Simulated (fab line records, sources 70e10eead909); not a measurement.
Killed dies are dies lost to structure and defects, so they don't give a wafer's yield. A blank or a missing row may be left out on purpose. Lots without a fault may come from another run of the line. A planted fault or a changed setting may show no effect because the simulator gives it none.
Chamber matching | flow nand_harc | NHARC_A_CHANNEL_FILL_D1_CMP_10 on cmp-04: 4 sister chambers
The step polishes, target thk 150 nm. 4 wafers are shown with their chamber, then 12 later ones without.

WAFERS WITH THEIR CHAMBER
wafer  | chamber | motor_current_A (A)
L086.5 | 2       | 14.1
L091.1 | 3       | 10.2
L091.2 | 1       | 12.9
L091.3 | 0       | 12.0

WAFERS WITHOUT THEIR CHAMBER
wafer  | motor_current_A (A)
L092.4 | 9.9
L092.5 | 12.4
L092.6 | 10.7
L094.1 | 9.9
L094.2 | 12.5
L094.3 | 13.5
L095.4 | 14.2
L095.5 | 11.7
L095.6 | 11.3
L096.2 | 14.1
L096.3 | 11.5
L096.6 | 10.2

WHICH CHAMBER EACH WENT THROUGH
wafer  | from the rows above     | in truth
L092.4 | 3                       | 3
L092.5 | can't be placed: 0 or 1 | 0
L092.6 | can't be placed: 3 or 0 | 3
L094.1 | 3                       | 3
L094.2 | can't be placed: 1 or 0 | 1
L094.3 | can't be placed: 1 or 2 | 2
L095.4 | 2                       | 2
L095.5 | 0                       | 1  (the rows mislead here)
L095.6 | can't be placed: 0 or 3 | 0
L096.2 | 2                       | 2
L096.3 | can't be placed: 0 or 3 | 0
L096.6 | 3                       | 3
Placed correctly: 5 of 12. Can't be placed from these rows: 6 (the true chamber is among the candidates in 6). Placed wrongly: 1.
How it was worked out, from the rows above alone: a wafer's distance from a chamber is the root of the sum, over the readings, of the square of ((its reading less the chamber's mean) divided by the reading's scatter). The wafer belongs to the nearest chamber; if the next one is less than 2 further off, it can't be placed. A chamber's mean is the mean of its shown wafers. The scatter: with one shown wafer a chamber, the root of the mean of the squares of how far each hidden wafer lies from its nearest shown one.
